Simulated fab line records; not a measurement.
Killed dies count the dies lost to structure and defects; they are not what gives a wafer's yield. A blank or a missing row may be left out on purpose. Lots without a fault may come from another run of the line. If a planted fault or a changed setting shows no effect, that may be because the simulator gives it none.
fab line records + flow nand_harc
record:
- lots: 6
- wafers: 18
- last_day: 33
route steps=1302 shown A_DECK1_JOINT@541 A_ONON_D2@545 END@1302
lots that met no fault: taken from a fault-free run of the same line
start_h: start of the lot's first displayed wafer, in hours after the record's first day + wait_h: how many hours have passed since the lot's step before this one + " same as the row above + L1.1+2: several wafers, shown together as one row + - value missing, or start not given + * or withheld: withheld + < > ~ a bound
route shown NAME@n: NAME is a module with steps in the file, n the number in the route of the first one + usual: average and standard deviation across the fault-free wafers + same: alike in all rows + chamber/n: place in a boat + sites: readings site by site + _std_site: the standard deviation of these + _edge_site: mean of outer sites minus mean of inner sites + radius_mm: how far each site lies from the wafer's centre + mask NAME#n: copy n + behind: tool/chamber where the wafer was last shaped + hold: cause of the lot's hold/its duration in hours/its outcome + device: whichever transistor did not switch (one of n, p or np) + end of line: the route-end tests of the same wafers + a step with no rows: only its recipe + killed: not the wafer's yield, but the dies lost to structure and defects at the first sort + map: the dies of a wafer, with x for killed, . for not killed, _ for no die there
set.NAME: the setting as run; set.NAME@STEP: as run at that earlier step + model.NAME: the simulator's own value behind a step, which no gauge read
lots at some steps of the route; a table a step, a row a wafer
services: from which hour (start_h, from the record's first day; less than 0 if before it) a tool's chamber was out of use, for how many hours, and why
== steps ==
step: NHARC_A_DECK1_JOINT_SRD_15
step: NHARC_A_DECK1_JOINT_DEP_16
recipe:
- target_thk_a: 450
- temp_c: 400
- pressure_torr: 6.5
- rf_w: 900
- teos_flow_sccm: 161.4
- flow_sccm: 2650
- target_thk_nm: 45
- gas: O2
- material: SiO2
usual:
- heater_power_w: 547/86
- susceptor_temp_C: 399.96/0.2
- throttle_valve_pct: 16.0/0.43
| lot.wafer | tool     | chamber | start_h | wait_h | heater_power_w | since_wet_clean_h | susceptor_temp_C | throttle_valve_pct |
|-----------|----------|---------|---------|--------|----------------|-------------------|------------------|--------------------|
| L122.1    | pecvd-02 | 0       | 318.48  | 0.1    | 540            | 78                | 400.09           | 15.6               |
| L122.2    | "        | 1       | "       | "      | 455            | 78                | 400.03           | 16.5               |
| L122.5    | "        | 2       | "       | "      | 432            | -                 | 400.03           | 16.4               |
| L121.2    | pecvd-03 | 1       | 318.53  | 0.1    | 543            | 120               | 400.23           | 15.7               |
| L121.4    | "        | 2       | "       | "      | 362            | -                 | 399.91           | 15.2               |
| L121.5    | "        | 0       | "       | "      | 494            | -                 | 400.18           | 15.8               |
| L134.2    | pecvd-03 | 1       | 442.19  | 0.1    | 466            | 63                | 399.72           | 15.6               |
| L134.6    | "        | 2       | "       | "      | 466            | -                 | 400.10           | 15.5               |
| L134.4    | "        | 0       | "       | "      | 508            | -                 | 400.09           | 16.1               |
| L135.1    | pecvd-01 | 0       | 454.77  | 0.2    | 656            | 131               | 400.05           | 16.7               |
| L135.3    | "        | 1       | "       | "      | 574            | 131               | 400.20           | 15.8               |
| L135.5    | "        | 0       | "       | "      | 655            | -                 | 399.81           | 16.5               |
| L139.3    | pecvd-01 | 0       | 488.77  | 0.3    | 581            | 165               | 399.53           | 16.8               |
| L139.6    | "        | 2       | "       | "      | 616            | -                 | 400.32           | 16.0               |
| L139.4    | "        | 0       | "       | "      | 572            | -                 | 399.57           | 16.4               |
| L138.2    | pecvd-02 | 1       | 488.86  | 0.2    | 499            | 67                | 399.68           | 16.6               |
| L138.6    | "        | 2       | "       | "      | 494            | -                 | 399.77           | 16.8               |
| L138.4    | "        | 1       | "       | "      | 510            | -                 | 399.74           | 16.5               |
step: NHARC_A_DECK1_JOINT_THK_MEAS_17
recipe:
- thk_meas_gauge: ellipsometry
usual:
- thk_nm: 45.0/1.1
| lot.wafer | tool          | chamber | start_h | wait_h | thk_nm |
|-----------|---------------|---------|---------|--------|--------|
| L122.1    | film_metro-01 | -       | 318.75  | 0.2    | 43.7   |
| L122.2    | "             | -       | "       | "      | 45.9   |
| L122.5    | "             | -       | "       | "      | 45.6   |
| L121.2    | film_metro-02 | -       | 318.76  | 0.2    | 46.9   |
| L121.4    | "             | -       | "       | "      | 43.7   |
| L121.5    | "             | -       | "       | "      | 44.7   |
| L134.2    | film_metro-01 | -       | 442.47  | 0.2    | 43.9   |
| L134.4    | "             | -       | "       | "      | 45.2   |
| L134.6    | "             | -       | "       | "      | 46.2   |
| L135.1    | film_metro-02 | -       | 455.02  | 0.2    | 43.1   |
| L135.3    | "             | -       | "       | "      | 44.6   |
| L135.5    | "             | -       | "       | "      | 45.0   |
| L139.3    | film_metro-02 | -       | 489.02  | 0.2    | 44.4   |
| L139.4    | "             | -       | "       | "      | 45.4   |
| L139.6    | "             | -       | "       | "      | 45.2   |
| L138.2    | film_metro-02 | -       | 489.08  | 0.2    | 44.2   |
| L138.4    | "             | -       | "       | "      | 45.4   |
| L138.6    | "             | -       | "       | "      | 44.9   |
step: NHARC_A_DECK1_JOINT_INSPECT_05
usual:
- raw_defect_count: 295/120
| lot.wafer | tool              | chamber | start_h | wait_h | raw_defect_count |
|-----------|-------------------|---------|---------|--------|------------------|
| L122.1    | defect_inspect-02 | -       | 318.79  | 0.0    | 440              |
| L122.2    | "                 | -       | "       | "      | 281              |
| L122.5    | "                 | -       | "       | "      | 292              |
| L121.2    | defect_inspect-01 | -       | 318.79  | 0.0    | 305              |
| L121.4    | "                 | -       | "       | "      | 536              |
| L121.5    | "                 | -       | "       | "      | 495              |
| L134.2    | defect_inspect-02 | -       | 442.50  | 0.0    | 193              |
| L134.4    | "                 | -       | "       | "      | 267              |
| L134.6    | "                 | -       | "       | "      | 146              |
| L135.1    | defect_inspect-02 | -       | 455.05  | 0.0    | 214              |
| L135.3    | "                 | -       | "       | "      | 214              |
| L135.5    | "                 | -       | "       | "      | 243              |
| L139.3    | defect_inspect-02 | -       | 489.07  | 0.1    | 121              |
| L139.4    | "                 | -       | "       | "      | 130              |
| L139.6    | "                 | -       | "       | "      | 136              |
| L138.2    | defect_inspect-01 | -       | 489.12  | 0.0    | 191              |
| L138.4    | "                 | -       | "       | "      | 156              |
| L138.6    | "                 | -       | "       | "      | 228              |
step: NHARC_A_ONON_D2_DEP_00
recipe:
- target_thk_a: 10000
- n2_flow_sccm: 2750
- n2o_flow_sccm: 2000
- nh3_flow_sccm: 500
- sih4_flow_sccm: 210
- temp_c: 400
step: NHARC_A_ONON_D2_THK_MEAS_02
recipe:
- thk_meas_gauge: ellipsometry
usual:
- thk_nm: 996/9.2
| lot.wafer | tool          | chamber | start_h | wait_h | thk_nm |
|-----------|---------------|---------|---------|--------|--------|
| L122.1    | film_metro-02 | -       | 319.37  | -      | 984    |
| L122.2    | "             | -       | "       | "      | 982    |
| L122.5    | "             | -       | "       | "      | 986    |
| L121.2    | film_metro-01 | -       | 319.37  | -      | 994    |
| L121.4    | "             | -       | "       | "      | 996    |
| L121.5    | "             | -       | "       | "      | 995    |
| L134.2    | film_metro-01 | -       | 443.08  | -      | 985    |
| L134.4    | "             | -       | "       | "      | 983    |
| L134.6    | "             | -       | "       | "      | 984    |
| L135.1    | film_metro-01 | -       | 455.63  | -      | 994    |
| L135.3    | "             | -       | "       | "      | 994    |
| L135.5    | "             | -       | "       | "      | 993    |
| L139.3    | film_metro-02 | -       | 489.65  | -      | 1000   |
| L139.4    | "             | -       | "       | "      | 999    |
| L139.6    | "             | -       | "       | "      | 1000   |
| L138.2    | film_metro-01 | -       | 489.81  | -      | 975    |
| L138.4    | "             | -       | "       | "      | 974    |
| L138.6    | "             | -       | "       | "      | 974    |
step: NHARC_A_ONON_D2_DEP_03
recipe:
- target_thk_a: 10000
- n2_flow_sccm: 2750
- n2o_flow_sccm: 2000
- nh3_flow_sccm: 500
- sih4_flow_sccm: 210
- temp_c: 400
step: NHARC_A_ONON_D2_THK_MEAS_05
recipe:
- thk_meas_gauge: ellipsometry
usual:
- thk_nm: 1000/11
| lot.wafer | tool          | chamber | start_h | wait_h | thk_nm |
|-----------|---------------|---------|---------|--------|--------|
| L122.1    | film_metro-01 | -       | 319.94  | -      | 1017   |
| L122.2    | "             | -       | "       | "      | 1016   |
| L122.5    | "             | -       | "       | "      | 1017   |
| L121.2    | film_metro-02 | -       | 319.94  | -      | 980    |
| L121.4    | "             | -       | "       | "      | 980    |
| L121.5    | "             | -       | "       | "      | 981    |
| L134.2    | film_metro-02 | -       | 443.65  | -      | 978    |
| L134.4    | "             | -       | "       | "      | 977    |
| L134.6    | "             | -       | "       | "      | 976    |
| L135.1    | film_metro-01 | -       | 456.19  | -      | 988    |
| L135.3    | "             | -       | "       | "      | 991    |
| L135.5    | "             | -       | "       | "      | 989    |
| L139.3    | film_metro-01 | -       | 490.22  | -      | 992    |
| L139.4    | "             | -       | "       | "      | 992    |
| L139.6    | "             | -       | "       | "      | 991    |
| L138.2    | film_metro-02 | -       | 490.38  | -      | 1005   |
| L138.4    | "             | -       | "       | "      | 1005   |
| L138.6    | "             | -       | "       | "      | 1004   |
step: NHARC_A_ONON_D2_DEP_06
recipe:
- target_thk_a: 10000
- n2_flow_sccm: 2750
- n2o_flow_sccm: 2000
- nh3_flow_sccm: 500
- sih4_flow_sccm: 210
- temp_c: 400
step: NHARC_A_ONON_D2_THK_MEAS_08
recipe:
- thk_meas_gauge: ellipsometry
usual:
- thk_nm: 998/7.4
| lot.wafer | tool          | chamber | start_h | wait_h | thk_nm |
|-----------|---------------|---------|---------|--------|--------|
| L122.1    | film_metro-01 | -       | 320.50  | -      | 992    |
| L122.2    | "             | -       | "       | "      | 993    |
| L122.5    | "             | -       | "       | "      | 992    |
| L121.2    | film_metro-02 | -       | 320.51  | -      | 1003   |
| L121.4    | "             | -       | "       | "      | 1002   |
| L121.5    | "             | -       | "       | "      | 1002   |
| L134.2    | film_metro-01 | -       | 444.21  | -      | 1002   |
| L134.4    | "             | -       | "       | "      | 1002   |
| L134.6    | "             | -       | "       | "      | 1002   |
| L135.1    | film_metro-01 | -       | 456.76  | -      | 994    |
| L135.3    | "             | -       | "       | "      | 992    |
| L135.5    | "             | -       | "       | "      | 994    |
| L139.3    | film_metro-01 | -       | 490.79  | -      | 1009   |
| L139.4    | "             | -       | "       | "      | 1011   |
| L139.6    | "             | -       | "       | "      | 1011   |
| L138.2    | film_metro-01 | -       | 490.94  | -      | 1003   |
| L138.4    | "             | -       | "       | "      | 1004   |
| L138.6    | "             | -       | "       | "      | 1003   |
step: NHARC_A_ONON_D2_DEP_09
recipe:
- target_thk_a: 10000
- n2_flow_sccm: 2750
- n2o_flow_sccm: 2000
- nh3_flow_sccm: 500
- sih4_flow_sccm: 210
- temp_c: 400
step: NHARC_A_ONON_D2_THK_MEAS_11
recipe:
- thk_meas_gauge: ellipsometry
usual:
- thk_nm: 1005/9.1
| lot.wafer | tool          | chamber | start_h | wait_h | thk_nm |
|-----------|---------------|---------|---------|--------|--------|
| L122.1    | film_metro-02 | -       | 321.07  | -      | 1011   |
| L122.2    | "             | -       | "       | "      | 1011   |
| L122.5    | "             | -       | "       | "      | 1010   |
| L121.2    | film_metro-01 | -       | 321.07  | -      | 1017   |
| L121.4    | "             | -       | "       | "      | 1019   |
| L121.5    | "             | -       | "       | "      | 1018   |
| L134.2    | film_metro-01 | -       | 444.78  | -      | 985    |
| L134.4    | "             | -       | "       | "      | 986    |
| L134.6    | "             | -       | "       | "      | 985    |
| L135.1    | film_metro-01 | -       | 457.33  | -      | 1009   |
| L135.3    | "             | -       | "       | "      | 1007   |
| L135.5    | "             | -       | "       | "      | 1007   |
| L139.3    | film_metro-01 | -       | 491.35  | -      | 999    |
| L139.4    | "             | -       | "       | "      | 1002   |
| L139.6    | "             | -       | "       | "      | 1000   |
| L138.2    | film_metro-01 | -       | 491.51  | -      | 1006   |
| L138.4    | "             | -       | "       | "      | 1005   |
| L138.6    | "             | -       | "       | "      | 1007   |
step: NHARC_A_ONON_D2_DEP_12
recipe:
- target_thk_a: 10000
- n2_flow_sccm: 2750
- n2o_flow_sccm: 2000
- nh3_flow_sccm: 500
- sih4_flow_sccm: 210
- temp_c: 400
usual:
- n2o_flow_sccm: 2000/6.3
- nh3_flow_sccm: 499.9/1.4
- sih4_flow_sccm: 209.9/0.67
- susceptor_temp_C: 399.97/0.22
| lot.wafer | tool          | chamber | start_h | wait_h | n2o_flow_sccm | nh3_flow_sccm | sih4_flow_sccm | susceptor_temp_C |
|-----------|---------------|---------|---------|--------|---------------|---------------|----------------|------------------|
| L122.1    | pecvd_onon-02 | 0       | 321.13  | 0.1    | 2014          | 499.4         | 209.5          | 400.19           |
| L122.2    | "             | 0       | "       | "      | 2000          | 496.9         | 209.6          | 399.92           |
| L122.5    | "             | 0       | "       | "      | 1997          | 499.3         | 210.0          | 399.92           |
| L121.2    | pecvd_onon-03 | 0       | 321.19  | 0.1    | 2001          | 500.2         | 209.0          | 399.62           |
| L121.4    | "             | 0       | "       | "      | 1988          | 499.6         | 209.0          | 400.17           |
| L121.5    | "             | 0       | "       | "      | 1989          | 501.5         | 209.5          | 400.34           |
| L134.2    | pecvd_onon-02 | 0       | 444.89  | 0.1    | 1998          | 499.9         | 209.4          | 399.95           |
| L134.4    | "             | 0       | "       | "      | 1999          | 499.5         | 209.0          | 400.18           |
| L134.6    | "             | 0       | "       | "      | 2003          | 499.2         | 209.1          | 400.09           |
| L135.1    | pecvd_onon-02 | 0       | 457.39  | 0.1    | 2009          | 498.1         | 211.0          | 400.01           |
| L135.3    | "             | 0       | "       | "      | 1998          | 502.1         | 211.1          | 399.76           |
| L135.5    | "             | 0       | "       | "      | 2003          | 500.5         | 210.5          | 400.03           |
| L139.3    | pecvd_onon-03 | 0       | 491.53  | 0.2    | 2000          | 498.8         | 209.8          | 400.08           |
| L139.4    | "             | 0       | "       | "      | 1999          | 500.4         | 210.4          | 399.86           |
| L139.6    | "             | 0       | "       | "      | 1998          | 497.9         | 210.6          | 400.15           |
| L138.2    | pecvd_onon-04 | 0       | 491.62  | 0.1    | 2004          | 501.2         | 210.4          | 400.10           |
| L138.4    | "             | 0       | "       | "      | 2004          | 500.0         | 209.7          | 400.10           |
| L138.6    | "             | 0       | "       | "      | 1998          | 500.4         | 211.3          | 400.40           |
step: NHARC_A_ONON_D2_THK_MEAS_14
recipe:
- thk_meas_gauge: ellipsometry
usual:
- thk_nm: 998/9.2
| lot.wafer | tool          | chamber | start_h | wait_h | hold                     | thk_nm |
|-----------|---------------|---------|---------|--------|--------------------------|--------|
| L122.1    | film_metro-01 | -       | 321.64  | -      | -                        | 1004   |
| L122.2    | "             | -       | "       | "      | -                        | 1001   |
| L122.5    | "             | -       | "       | "      | -                        | 1003   |
| L121.2    | film_metro-02 | -       | 321.65  | -      | -                        | 1001   |
| L121.4    | "             | -       | "       | "      | -                        | 999    |
| L121.5    | "             | -       | "       | "      | -                        | 1001   |
| L134.2    | film_metro-01 | -       | 445.35  | -      | await_dispo/0.2h/release | 1514   |
| L134.4    | "             | -       | "       | "      | await_dispo/0.2h/release | 1514   |
| L134.6    | "             | -       | "       | "      | await_dispo/0.2h/release | 1513   |
| L134.2    | film_metro-01 | -       | 445.52  | 0.2    | -                        | 1514   |
| L134.4    | "             | -       | "       | "      | -                        | 1513   |
| L134.6    | "             | -       | "       | "      | -                        | 1513   |
| L135.1    | film_metro-01 | -       | 457.89  | -      | await_dispo/0.2h/release | 1482   |
| L135.3    | "             | -       | "       | "      | await_dispo/0.2h/release | 1483   |
| L135.5    | "             | -       | "       | "      | await_dispo/0.2h/release | 1482   |
| L135.1    | film_metro-01 | -       | 458.07  | 0.2    | -                        | 1482   |
| L135.3    | "             | -       | "       | "      | -                        | 1482   |
| L135.5    | "             | -       | "       | "      | -                        | 1482   |
| L139.3    | film_metro-01 | -       | 491.92  | -      | -                        | 981    |
| L139.4    | "             | -       | "       | "      | -                        | 982    |
| L139.6    | "             | -       | "       | "      | -                        | 979    |
| L138.2    | film_metro-02 | -       | 492.08  | -      | -                        | 996    |
| L138.4    | "             | -       | "       | "      | -                        | 995    |
| L138.6    | "             | -       | "       | "      | -                        | 994    |
step: NHARC_END_SORT_01
recipe:
- temp_c: 25
usual:
- defect_limited_yield: 91.5/2.7
- killed_at_array: 52/19
- killed_at_other: 0.9/1.3
- killed_at_periphery: 4/3.1
- killed_dies: 57/18
- killed_open: 3.2/1.7
- killed_short: 2.3/1.4
- sort_bin_2_pct: 2.9/1.2
- sort_bin_3_pct: 0.6/0.42
- sort_bin_4_pct: 4.9/1.5
- sort_n_pass: 620/18
- sort_rim_yield_pct: 93/4.3
- sort_yield_pct: 91.5/2.7
same:
- gross_dies: 677
- sort_bin_5_pct[%]: 0
- sort_bin_6_pct[%]: 0
- sort_bin_7_pct[%]: 0
- sort_bin_8_pct[%]: 0
- sort_rim_n_gross: 106.00
| lot.wafer | tool      | chamber | start_h | wait_h | defect_limited_yield[%] | killed_at_array | killed_at_other | killed_at_periphery | killed_dies | killed_open | killed_short | sort_bin_2_pct[%] | sort_bin_3_pct[%] | sort_bin_4_pct[%] | sort_n_pass | sort_rim_yield_pct[%] | sort_yield_pct[%] |
|-----------|-----------|---------|---------|--------|-------------------------|-----------------|-----------------|---------------------|-------------|-------------|--------------|-------------------|-------------------|-------------------|-------------|-----------------------|-------------------|
| L122.1    | prober-02 | 0       | 603.76  | 2.5    | 94.5                    | 32              | 2               | 3                   | 37          | 6           | 1            | 2.2               | 0.3               | 3.0               | 640         | 92                    | 94.5              |
| L122.2    | prober-02 | 0       | 604.54  | 2.8    | 93.6                    | 40              | 1               | 2                   | 43          | 2           | 4            | 1.8               | 0.4               | 4.1               | 634         | 97                    | 93.6              |
| L122.5    | prober-02 | 0       | 606.89  | 3.6    | 92.9                    | 47              | 0               | 1                   | 48          | 3           | 4            | 3.5               | 0.4               | 3.1               | 629         | 92                    | 92.9              |
| L121.2    | prober-02 | 0       | 612.26  | 2.8    | 88.2                    | 74              | 1               | 5                   | 80          | 6           | 1            | 3.5               | 1.0               | 7.2               | 597         | 98                    | 88.2              |
| L121.4    | prober-02 | 0       | 613.88  | 3.4    | 86.9                    | 87              | 0               | 2                   | 89          | 5           | 0            | 5.3               | 1.3               | 6.5               | 588         | 96                    | 86.9              |
| L121.5    | prober-02 | 0       | 614.68  | 3.7    | 84.2                    | 105             | 0               | 2                   | 107         | 5           | 2            | 6.8               | 1.0               | 8.0               | 570         | 99                    | 84.2              |
| L138.2    | prober-01 | 0       | 785.20  | 2.8    | 88.6                    | 75              | 2               | 0                   | 77          | 0           | 5            | 4.3               | 1.2               | 5.9               | 600         | 89                    | 88.6              |
| L138.4    | prober-01 | 0       | 786.77  | 3.4    | 88.5                    | 76              | 0               | 2                   | 78          | 8           | 1            | 4.7               | 0.9               | 5.9               | 599         | 92                    | 88.5              |
| L138.6    | prober-01 | 0       | 788.34  | 3.9    | 89.4                    | 69              | 0               | 3                   | 72          | 2           | 1            | 5.0               | 0.4               | 5.2               | 605         | 94                    | 89.4              |
| L139.3    | prober-01 | 0       | 795.37  | 3.1    | 91.9                    | 54              | 1               | 0                   | 55          | 0           | 2            | 3.1               | 0.6               | 4.4               | 622         | 97                    | 91.9              |
| L139.4    | prober-01 | 0       | 796.16  | 3.4    | 94.8                    | 31              | 2               | 2                   | 35          | 1           | 3            | 1.6               | 0.6               | 3.0               | 642         | 89                    | 94.8              |
| L139.6    | prober-01 | 0       | 797.75  | 4.0    | 93.1                    | 43              | 2               | 2                   | 47          | 3           | 3            | 3.1               | 0.3               | 3.5               | 630         | 88                    | 93.1              |
killed by level:class
L122.1 A_CHANNEL_HOLE_D2:chamber_film_flake=12 A_SLIT:chamber_film_flake=9 A_CONTACT:chamber_film_flake=3 P_CONTACT:geometric_particle:open=2 THIN_TSV:chamber_film_flake=2 P_STI:geometric_particle:open=1 A_CHANNEL_HOLE_D2:geometric_particle:open=1 A_CHANNEL_FILL_D2:geometric_particle:short=1
L122.2 A_SLIT:chamber_film_flake=28 A_CHANNEL_HOLE_D2:chamber_film_flake=2 A_WL_FILL:chamber_film_flake=2 P_CONTACT:geometric_particle:open=1 A_ONON_D1:geometric_particle:short=1 A_ONON_D2:geometric_particle:short=1 A_CHANNEL_HOLE_D2:geometric_particle:short=1 A_CONTACT:geometric_particle:open=1
L122.5 A_SLIT:chamber_film_flake=25 A_CHANNEL_HOLE_D2:chamber_film_flake=8 A_CHANNEL_HOLE_D1:chamber_film_flake=2 A_DECK1_JOINT:chamber_film_flake=2 P_M1:geometric_particle:open=1 A_CHANNEL_FILL_D1:geometric_particle:short=1 A_DECK1_JOINT:geometric_particle:short=1 A_SGD_CUT:geometric_particle:short=1
L121.2 A_SLIT:chamber_film_flake=23 A_CHANNEL_HOLE_D2:chamber_film_flake=22 A_CHANNEL_HOLE_D1:chamber_film_flake=20 A_CONTACT:chamber_film_flake=3 P_GATE:geometric_particle:open=2 P_CONTACT:geometric_particle:open=1 P_M2:geometric_particle:open=1 A_ONON_D1:geometric_particle:short=1
L121.4 A_SLIT:chamber_film_flake=27 A_CHANNEL_HOLE_D2:chamber_film_flake=22 A_CHANNEL_HOLE_D1:chamber_film_flake=19 A_CONTACT:chamber_film_flake=11 P_CONTACT:geometric_particle:open=2 A_CHANNEL_FILL_D2:chamber_film_flake=2 A_STAIRCASE:chamber_film_flake=2 A_DECK1_JOINT:geometric_particle:open=1
L121.5 A_CHANNEL_HOLE_D1:chamber_film_flake=35 A_CHANNEL_HOLE_D2:chamber_film_flake=31 A_SLIT:chamber_film_flake=30 A_CONTACT:chamber_film_flake=4 P_M0:geometric_particle:open=2 A_M0:geometric_particle:open=2 A_SOURCE_PLATE:geometric_particle:short=1 A_CHANNEL_HOLE_D1:geometric_particle:short=1
L138.2 A_CHANNEL_HOLE_D2:chamber_film_flake=34 A_SLIT:chamber_film_flake=16 A_CONTACT:chamber_film_flake=9 A_CHANNEL_HOLE_D1:chamber_film_flake=8 A_CHANNEL_FILL_D1:geometric_particle:short=2 A_CHANNEL_FILL_D2:geometric_particle:short=2 A_CHANNEL_FILL_D2:chamber_film_flake=2 THIN_TSV:chamber_film_flake=2
L138.4 A_SLIT:chamber_film_flake=35 A_CHANNEL_HOLE_D1:chamber_film_flake=12 A_CHANNEL_HOLE_D2:chamber_film_flake=12 A_CONTACT:chamber_film_flake=6 A_CHANNEL_FILL_D2:geometric_particle:open=2 A_BLC:geometric_particle:open=2 A_BLC:chamber_film_flake=2 P_M1:geometric_particle:open=1
L138.6 A_CHANNEL_HOLE_D2:chamber_film_flake=24 A_SLIT:chamber_film_flake=20 A_CHANNEL_HOLE_D1:chamber_film_flake=12 A_CONTACT:chamber_film_flake=10 P_M2:geometric_particle:short=1 A_CHANNEL_FILL_D2:geometric_particle:open=1 A_M0:geometric_particle:open=1 P_STI:chamber_film_flake=1
L139.3 A_SLIT:chamber_film_flake=27 A_CONTACT:chamber_film_flake=13 A_CHANNEL_FILL_D2:chamber_film_flake=3 A_STAIRCASE:chamber_film_flake=3 A_DECK1_JOINT:chamber_film_flake=2 A_ONON_D1:geometric_particle:short=1 A_WL_FILL:geometric_particle:short=1 A_CHANNEL_HOLE_D1:chamber_film_flake=1
L139.4 A_SLIT:chamber_film_flake=14 A_CONTACT:chamber_film_flake=9 A_DECK1_JOINT:chamber_film_flake=2 THIN_TSV:chamber_film_flake=2 P_CONTACT:geometric_particle:short=1 A_SOURCE_PLATE:geometric_particle:open=1 A_ONON_D1:geometric_particle:short=1 A_STAIRCASE:geometric_particle:short=1
L139.6 A_SLIT:chamber_film_flake=17 A_CONTACT:chamber_film_flake=14 A_CHANNEL_FILL_D2:chamber_film_flake=3 P_M1:geometric_particle:short=2 A_CHANNEL_HOLE_D1:chamber_film_flake=2 THIN_TSV:chamber_film_flake=2 A_DECK1_JOINT:geometric_particle:open=1 A_CHANNEL_FILL_D2:geometric_particle:short=1
== services ==
| tool          | chamber | start_h | hours | kind       |
|---------------|---------|---------|-------|------------|
| pecvd-02      | 2       | 302.02  | 4.3   | repair     |
| pecvd-01      | -       | 311.27  | 13.0  | pm         |
| pecvd-01      | 0       | 311.27  | 13.0  | vent_cycle |
| pecvd-01      | 1       | 311.27  | 13.0  | vent_cycle |
| pecvd-01      | 2       | 311.27  | 13.0  | vent_cycle |
| pecvd_onon-04 | -       | 311.34  | 13.0  | pm         |
| pecvd-01      | 0       | 324.27  | -     | clean      |
| pecvd-01      | 1       | 324.27  | -     | clean      |
| pecvd-01      | 2       | 324.27  | -     | clean      |
| pecvd-02      | 2       | 343.99  | 4.8   | repair     |
| pecvd-03      | -       | 349.53  | 1.3   | repair     |
| pecvd_onon-03 | -       | 355.67  | 0.2   | repair     |
| pecvd_onon-02 | -       | 366.00  | 13.0  | pm         |
| pecvd-03      | -       | 366.25  | 13.0  | pm         |
| pecvd-03      | 0       | 366.25  | 13.0  | vent_cycle |
| pecvd-03      | 1       | 366.25  | 13.0  | vent_cycle |
| pecvd-03      | 2       | 366.25  | 13.0  | vent_cycle |
| pecvd-01      | -       | 391.36  | 1.2   | repair     |
| pecvd_onon-03 | -       | 408.00  | 13.0  | pm         |
| pecvd-02      | -       | 408.45  | 13.0  | pm         |
| pecvd-02      | -       | 425.64  | 1.8   | repair     |
| pecvd-02      | 2       | 437.63  | 5.7   | repair     |
| pecvd-02      | -       | 460.69  | 2.2   | repair     |
| pecvd-02      | -       | 465.49  | 0.8   | repair     |
== key ==
first_sign:
- step: NHARC_A_ONON_D2_THK_MEAS_14
- reading: visit
- direction: added
effect:
- step: NHARC_A_ONON_D2_THK_MEAS_14
- reading: thk_nm
- direction: up
- sigmas: 54
- usual: 998
- struck: 1498
met_at NHARC_A_ONON_D2_DEP_12
struck_wafers L134.2,L134.4,L134.6,L135.1,L135.3,L135.5
scrapped_behind NHARC_A_ONON_D2_THK_MEAS_14 L134.2,L134.4,L134.6,L135.1,L135.3,L135.5
onset_between 321.13 444.89
fault:
- kind: process_parameter_drift
- tool: pecvd_onon-02
- chamber: -
- onset_h: 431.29
- steps: NHARC_A_ONON_D2_DEP_12
- channel: target_thk_a
- offset: *
- shape: step
- end_h: 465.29
- acts_in: *
- stated: *
